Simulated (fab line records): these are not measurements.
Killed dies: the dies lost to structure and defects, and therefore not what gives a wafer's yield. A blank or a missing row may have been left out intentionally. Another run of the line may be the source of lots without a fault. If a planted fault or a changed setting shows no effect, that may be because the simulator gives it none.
Which tool was responsible? | flow nand-harc | 9 lots, 27 wafers sampled, at 6 steps of a route of 1302

WHAT EACH GAUGE READ, for each wafer
NHARC_END_WLT_00.
lot  | measured     | on        | VT_DECK1_BOTTOM                     | VT_DECK1_BOTTOM_INNER               | VT_DECK1_MEDIAN_NEAR_BOTTOM         | VT_DECK1_MEDIAN_NEAR_BOTTOM_INNER   | VT_DECK1_MIDDLE                     | VT_DECK1_MIDDLE_INNER               | VT_DECK1_TOP                        | VT_DECK1_TOP_INNER                  | VT_DECK2_BOTTOM                     | VT_DECK2_BOTTOM_INNER               | VT_DECK2_MEDIAN_NEAR_BOTTOM         | VT_DECK2_MEDIAN_NEAR_BOTTOM_INNER   | VT_DECK2_MIDDLE                     | VT_DECK2_MIDDLE_INNER               | VT_DECK2_TOP                        | VT_DECK2_TOP_INNER
L299 | day 25 12:45 | prober-01 | 0.876 0.871 0.865                   | 0.875 0.866 0.872                   | 0.879 0.870 0.879                   | 0.867 0.865 0.879                   | 0.886 0.879 0.885                   | 0.886 0.876 0.890                   | 0.902 0.895 0.894                   | 0.894 0.890 0.899                   | 0.875 0.876 0.873                   | 0.868 0.878 0.868                   | 0.871 0.880 0.877                   | 0.869 0.877 0.878                   | 0.888 0.891 0.889                   | 0.881 0.894 0.888                   | 0.897 0.895 0.905                   | 0.890 0.900 0.898
L300 | day 26 00:45 | prober-02 | 0.879 0.880 0.887                   | 0.888 0.879 0.887                   | 0.883 0.883 0.871                   | 0.882 0.885 0.883                   | 0.899 0.892 0.894                   | 0.888 0.895 0.895                   | 0.912 0.910 0.908                   | 0.901 0.903 0.905                   | 0.871 0.869 0.868                   | 0.869 0.867 0.872                   | 0.877 0.860 0.873                   | 0.878 0.865 0.876                   | 0.885 0.884 0.878                   | 0.888 0.888 0.875                   | 0.890 0.899 0.889                   | 0.904 0.899 0.891
L302 | day 26 16:26 | prober-01 | 0.869 0.864 0.870                   | 0.863 0.870 0.865                   | 0.874 0.873 0.875                   | 0.871 0.863 0.868                   | 0.884 0.878 0.883                   | 0.880 0.879 0.879                   | 0.895 0.894 0.888                   | 0.894 0.892 0.897                   | 0.874 0.880 0.870                   | 0.875 0.879 0.873                   | 0.866 0.877 0.872                   | 0.875 0.889 0.879                   | 0.883 0.883 0.885                   | 0.887 0.890 0.898                   | 0.897 0.895 0.894                   | 0.909 0.895 0.897
L304 | day 27 05:49 | prober-02 | 0.865 0.868 0.867                   | 0.873 0.866 0.871                   | 0.875 0.869 0.878                   | 0.873 0.870 0.874                   | 0.887 0.876 0.888                   | 0.886 0.888 0.883                   | 0.896 0.896 0.900                   | 0.891 0.886 0.903                   | 0.874 0.879 0.883                   | 0.873 0.876 0.882                   | 0.882 0.881 0.883                   | 0.884 0.884 0.882                   | 0.895 0.888 0.893                   | 0.896 0.891 0.895                   | 0.903 0.905 0.894                   | 0.898 0.901 0.899
L314 | day 31 14:01 | prober-02 | 6.049 5.963 5.975 6.014 6.041 6.009 | 6.004 6.020 6.023 6.037 5.995 6.043 | 6.059 6.019 6.000 6.032 5.962 6.024 | 5.996 5.964 5.979 6.022 5.976 5.974 | 6.030 6.078 5.980 5.995 5.935 5.973 | 5.996 6.018 6.023 5.964 5.958 6.012 | 6.011 5.999 6.021 6.026 5.949 5.979 | 5.963 5.944 5.991 6.021 5.955 5.955 | 6.024 5.979 5.995 5.983 6.005 6.018 | 5.988 6.008 5.969 6.020 6.001 5.948 | 5.957 6.024 6.017 6.003 6.014 6.016 | 5.943 6.079 6.001 6.014 6.030 6.065 | 6.028 6.026 6.017 5.967 5.961 6.025 | 5.998 6.006 5.998 6.009 6.019 6.010 | 5.984 5.984 5.987 5.980 5.931 6.002 | 5.976 6.021 6.004 6.013 5.982 5.984
L315 | day 32 00:54 | prober-01 | 5.999 6.033 5.962 5.992 6.023 5.985 | 6.018 6.010 5.993 5.987 6.001 5.972 | 6.013 5.978 6.018 6.031 5.971 6.052 | 6.026 6.024 6.006 6.023 5.964 5.995 | 5.984 6.003 5.972 5.991 6.061 6.020 | 5.999 5.979 5.913 5.999 6.030 6.007 | 5.973 6.001 6.008 6.051 6.008 5.959 | 5.993 5.980 6.003 6.021 5.954 6.042 | 5.973 5.973 6.023 5.962 5.996 5.984 | 6.023 6.033 6.040 5.947 6.050 5.999 | 5.999 6.016 6.026 5.970 5.949 6.018 | 6.009 6.001 6.004 5.969 6.035 5.969 | 6.040 6.042 5.966 6.039 6.013 6.061 | 5.967 6.034 6.004 6.031 6.003 6.006 | 6.019 6.029 5.912 5.958 5.943 5.979 | 5.994 5.966 5.963 5.995 5.982 5.996
L316 | day 32 08:06 | prober-01 | 5.945 5.980 6.006 6.000 6.025 5.968 | 5.986 6.037 6.033 5.996 6.042 5.945 | 5.982 6.014 6.032 5.999 5.971 6.029 | 5.982 5.921 5.968 6.026 5.973 5.989 | 5.989 6.059 6.015 6.025 6.025 6.009 | 6.023 6.013 5.954 5.995 5.958 5.996 | 6.001 6.044 5.992 5.994 6.008 5.980 | 5.991 6.012 6.032 5.954 5.903 6.008 | 6.006 6.010 5.997 6.027 6.035 6.043 | 6.014 6.026 6.024 6.000 5.964 6.000 | 5.955 6.017 5.988 6.022 5.998 6.031 | 6.037 6.014 5.987 5.997 5.994 5.985 | 6.025 6.002 5.984 6.003 5.988 6.028 | 6.079 5.954 5.995 6.000 6.038 5.995 | 5.934 6.014 6.001 6.050 5.969 5.980 | 5.999 5.983 5.960 6.042 5.989 5.972
L320 | day 33 18:48 | prober-02 | 0.879 0.874 0.879                   | 0.874 0.881 0.879                   | 0.877 0.886 0.880                   | 0.886 0.888 0.871                   | 0.897 0.892 0.888                   | 0.899 0.889 0.884                   | 0.902 0.892 0.903                   | 0.900 0.896 0.893                   | 0.881 0.879 0.875                   | 0.882 0.879 0.888                   | 0.886 0.885 0.882                   | 0.881 0.878 0.877                   | 0.895 0.885 0.896                   | 0.886 0.888 0.894                   | 0.902 0.903 0.907                   | 0.905 0.908 0.899
L321 | day 34 07:02 | prober-02 | 0.873 0.868 0.880                   | 0.863 0.865 0.873                   | 0.875 0.864 0.875                   | 0.870 0.863 0.887                   | 0.885 0.882 0.878                   | 0.883 0.875 0.883                   | 0.890 0.889 0.886                   | 0.889 0.897 0.885                   | 0.871 0.876 0.877                   | 0.873 0.868 0.885                   | 0.875 0.874 0.874                   | 0.873 0.878 0.875                   | 0.885 0.877 0.883                   | 0.889 0.884 0.880                   | 0.889 0.899 0.901                   | 0.898 0.890 0.896

NHARC_END_SORT_01.
lot  | measured     | on        | defect-limited-yield (%) | killed-at-array | killed-at-other | killed-at-periphery | killed-dies | killed-open | killed-short | sort_bin_2_pct (%) | sort_bin_3_pct (%) | sort_bin_4_pct (%) | sort-n-pass | sort-rim-yield-pct (%) | sort-yield-pct (%)
L299 | day 25 15:47 | prober-01 | 93.1 93.5 93.9           | 39 37 36        | 0 1 1           | 8 6 4               | 47 44 41    | 6 6 1       | 3 1 5        | 1.9 1.3 2.7        | 0.4 0.3 0.4        | 4.6 4.9 3.0        | 630 633 636 | 93 92 92               | 93.1 93.5 93.9
L300 | day 26 03:46 | prober-02 | 88.6 89.4 89.7           | 75 69 69        | 0 0 0           | 2 3 1               | 77 72 70    | 5 2 3       | 3 2 3        | 5.0 3.5 3.8        | 0.9 0.9 1.0        | 5.5 6.2 5.5        | 600 605 607 | 86 87 86               | 88.6 89.4 89.7
L302 | day 26 19:43 | prober-01 | 95.0 95.3 95.7           | 28 22 21        | 1 0 0           | 5 10 8              | 34 32 29    | 4 5 5       | 4 1 2        | 1.2 1.2 1.6        | 0.4 0.1 0.1        | 3.4 3.4 2.5        | 643 645 648 | 95 97 95               | 95.0 95.3 95.7
L304 | day 27 09:45 | prober-02 | 85.4 88.0 87.6           | 84 80 76        | 1 0 0           | 14 1 8              | 99 81 84    | 6 2 5       | 1 1 5        | 6.6 4.7 3.7        | 1.2 0.9 0.7        | 6.8 6.4 8.0        | 578 596 593 | 78 84 86               | 85.4 88.0 87.6
L320 | day 33 21:45 | prober-02 | 95.7 94.7 95.0           | 27 34 31        | 0 0 0           | 2 2 3               | 29 36 34    | 2 4 4       | 2 2 4        | 1.0 1.0 1.8        | 0.3 0.4 0.1        | 3.0 3.8 3.1        | 648 641 643 | 93 90 90               | 95.7 94.7 95.0
L321 | day 34 10:21 | prober-02 | 94.4 94.1 94.1           | 35 36 35        | 1 2 1           | 2 2 4               | 38 40 40    | 7 3 2       | 1 2 4        | 1.3 1.8 2.2        | 0.1 0.3 0.1        | 4.1 3.8 3.5        | 639 637 637 | 92 95 90               | 94.4 94.1 94.1

WHAT TOOL EACH LOT RAN ON (gives the tool, then ch and the chambers of the sampled wafers, and finally the start)
lot  | NHARC_A_CHANNEL_HOLE_D1_ETCH_19  | NHARC_A_CHANNEL_HOLE_D1_ETCH_26  | NHARC_A_CHANNEL_HOLE_D1_ETCH_44    | NHARC_A_CHANNEL_FILL_D1_ALD_03
L299 | har-etch-01 ch 0,1, day 9 05:11  | har-etch-01 ch 0,1, day 9 08:56  | rie-diel-12 ch 0,1,2, day 9 09:53  | ald-sin-batch-01 ch 0, day 9 13:49
L300 | har-etch-01 ch 0,1, day 9 21:57  | har-etch-01 ch 0,1, day 10 01:46 | rie-diel-12 ch 0,2,3, day 10 02:43 | ald-sin-batch-02 ch 0, day 10 07:19
L302 | har-etch-01 ch 0,1, day 10 08:28 | har-etch-01 ch 0,1, day 10 12:14 | rie-diel-03 ch 1,3, day 10 13:12   | ald-sin-batch-02 ch 0, day 10 21:00
L304 | har-etch-02 ch 0,1, day 10 23:07 | har-etch-02 ch 0,1, day 11 02:56 | rie-diel-06 ch 0,2,3, day 11 03:47 | ald-sin-batch-01 ch 0, day 11 08:50
L314 | har-etch-01 ch 0,1, day 15 14:32 | har-etch-01 ch 0,1, day 15 18:18 | rie-diel-06 ch 0,1,2, day 15 19:15 | ald-sin-batch-01, day 16 00:18
L315 | har-etch-01 ch 0,1, day 15 22:29 | har-etch-01 ch 0,1, day 16 02:18 | rie-diel-12 ch 1,2, day 16 03:11   | ald-sin-batch-02, day 16 07:49
L316 | har-etch-01 ch 0,1, day 16 02:37 | har-etch-01 ch 0,1, day 16 06:22 | rie-diel-03 ch 0,2, day 16 07:22   | ald-sin-batch-02, day 16 13:53
L320 | har-etch-02 ch 0, day 18 02:41   | har-etch-02 ch 0, day 18 06:28   | rie-diel-12 ch 0,2, day 18 07:25   | ald-sin-batch-01 ch 0, day 18 12:02
L321 | har-etch-01 ch 0,1, day 18 14:41 | har-etch-01 ch 0,1, day 18 18:28 | rie-diel-12 ch 1,2,3, day 18 19:25 | ald-sin-batch-01 ch 0, day 18 22:02
- NHARC_A_CHANNEL_HOLE_D1_ETCH_19: etches the open film in C4F8/O2/Ar, time 34.5 s.
- NHARC_A_CHANNEL_HOLE_D1_ETCH_26: etches the open film in C4F8/O2/Ar, time 224.1 s, target depth 300 nm.
- NHARC_A_CHANNEL_HOLE_D1_ETCH_44: etches the open film in CF4/O2, target depth 140 nm, overetch 14 nm, time 77 s.
- NHARC_A_CHANNEL_FILL_D1_ALD_03: deposits SiNx, target thk 6 nm, pulse time 60 s, ald cycles 58.

AS READ BY THE TOOLS THEMSELVES (means over the sampled wafers that have a number; for cases with no such wafer, the mark the record gives instead)
NHARC_A_CHANNEL_HOLE_D1_ETCH_19.
lot  | tool        | drypump-motor-current-A (A) | o2-flow-sccm (sccm) | showerhead-plenum-p-Torr (Torr) | throttle-valve-pct (%)
L299 | har-etch-01 | 5.53                        | 96.3                | 3.74                            | 37.040
L300 | har-etch-01 | 5.51                        | 96.0                | 3.74                            | 37.041
L302 | har-etch-01 | 5.53                        | 96.2                | 3.73                            | 37.033
L304 | har-etch-02 | 5.71                        | 96.1                | 3.77                            | 37.049
L314 | har-etch-01 | 5.49                        | 96.0                | 3.69                            | 37.034
L315 | har-etch-01 | 5.68                        | 96.3                | 3.66                            | 37.040
L316 | har-etch-01 | 5.69                        | 96.2                | 3.66                            | 37.045
L320 | har-etch-02 | 5.99                        | 96.2                | 3.67                            | 37.036
L321 | har-etch-01 | 5.52                        | 96.4                | 3.66                            | 37.032

NHARC_A_CHANNEL_HOLE_D1_ETCH_26.
lot  | tool        | drypump-motor-current-A (A) | o2-flow-sccm (sccm) | showerhead-plenum-p-Torr (Torr) | throttle-valve-pct (%)
L299 | har-etch-01 | 5.52                        | 113.6               | 3.74                            | 24.582
L300 | har-etch-01 | 5.54                        | 113.9               | 3.74                            | 24.574
L302 | har-etch-01 | 5.51                        | 113.8               | 3.73                            | 24.581
L304 | har-etch-02 | 5.71                        | 113.3               | 3.78                            | 24.580
L314 | har-etch-01 | 5.52                        | 113.9               | 3.69                            | 24.577
L315 | har-etch-01 | 5.69                        | 113.6               | 3.66                            | 24.579
L316 | har-etch-01 | 5.66                        | 113.3               | 3.66                            | 24.588
L320 | har-etch-02 | 6.00                        | 113.8               | 3.67                            | 24.582
L321 | har-etch-01 | 5.52                        | 113.7               | 3.66                            | 24.585

NHARC_A_CHANNEL_HOLE_D1_ETCH_44.
lot  | tool        | cf4-flow-sccm (sccm) | drypump-motor-current-A (A) | o2-flow-sccm (sccm) | oes-product-au (a.u.) | rf-vpp-V (V) | showerhead-plenum-p-Torr (Torr) | throttle-valve-pct (%)
L299 | rie-diel-12 | 79.88                | 5.4                         | 19.99               | 0.998                 | 199.0        | 1.37                            | 13.398
L300 | rie-diel-12 | 80.15                | 5.7                         | 20.07               | 0.989                 | 198.2        | 1.39                            | 13.396
L302 | rie-diel-03 | 80.02                | 5.5                         | 19.98               | 0.997                 | 198.4        | 1.34                            | 13.397
L304 | rie-diel-06 | 80.09                | 5.7                         | 20.03               | 0.999                 | 198.2        | 1.31                            | 13.400
L314 | rie-diel-06 | 79.67                | 6.0                         | 19.97               | 0.997                 | 197.7        | 1.32                            | 13.399
L315 | rie-diel-12 | 79.91                | 5.2                         | 20.03               | 1.003                 | 197.7        | 1.34                            | 13.406
L316 | rie-diel-03 | 79.73                | 6.0                         | 20.01               | 1.002                 | 196.5        | 1.28                            | 13.392
L320 | rie-diel-12 | 79.98                | 5.7                         | 19.92               | 1.002                 | 198.9        | 1.38                            | 13.401
L321 | rie-diel-12 | 79.99                | 5.4                         | 19.97               | 0.999                 | 198.9        | 1.36                            | 13.403

NHARC_A_CHANNEL_FILL_D1_ALD_03.
lot  | tool             | chamber-pressure-Torr (Torr) | precursor-pulse-height-rel
L299 | ald-sin-batch-01 | 2.007                        | 1.006
L300 | ald-sin-batch-02 | 2.002                        | 0.992
L302 | ald-sin-batch-02 | 2.002                        | 1.003
L304 | ald-sin-batch-01 | 2.003                        | 0.988
L314 | ald-sin-batch-01 | -                            | -
L315 | ald-sin-batch-02 | -                            | -
L316 | ald-sin-batch-02 | -                            | -
L320 | ald-sin-batch-01 | 1.999                        | 1.003
L321 | ald-sin-batch-01 | 2.002                        | 0.992

THE ANSWER, worked out from the rows above alone
Rule: what is usual is taken from the lots themselves. Put in order of their means at a reading, lots are off if they are a third of the lots or fewer, leave a main group of 4 or more, and stand apart from it by a gap of 3 or more times the standard deviation of the main group's means; of several such gaps the widest counts. A main group is skipped when, at the precision printed for the reading in the tables above, its means are all equal. A lot without any number at a reading at which 4 lots or more have one is off too. Any other lot the step has rows for is counted as sound. First the gauges in route order, then the tools' own readings, where a lot's mean is used as printed above. At the first step where some lot is off, the reading lying furthest off is the one used; lots without a number count as furthest.
Off: L314, L315, L316, seen at NHARC_END_WLT_00 (VT_DECK2_TOP_INNER). Main group: mean 0.899, sd 0.003.
If a tool, at a process step before that reading, ran all the lots that are off and no sound lot after the first of them, it fits. Not tried: the gauges at NHARC_END_WLT_00; whatever is off there is also off at NHARC_A_CHANNEL_FILL_D1_ALD_03, on other tools, and gauge error can't account for it. Of those tried, none fits.

WHAT THE SIMULATOR HAD INSERTED
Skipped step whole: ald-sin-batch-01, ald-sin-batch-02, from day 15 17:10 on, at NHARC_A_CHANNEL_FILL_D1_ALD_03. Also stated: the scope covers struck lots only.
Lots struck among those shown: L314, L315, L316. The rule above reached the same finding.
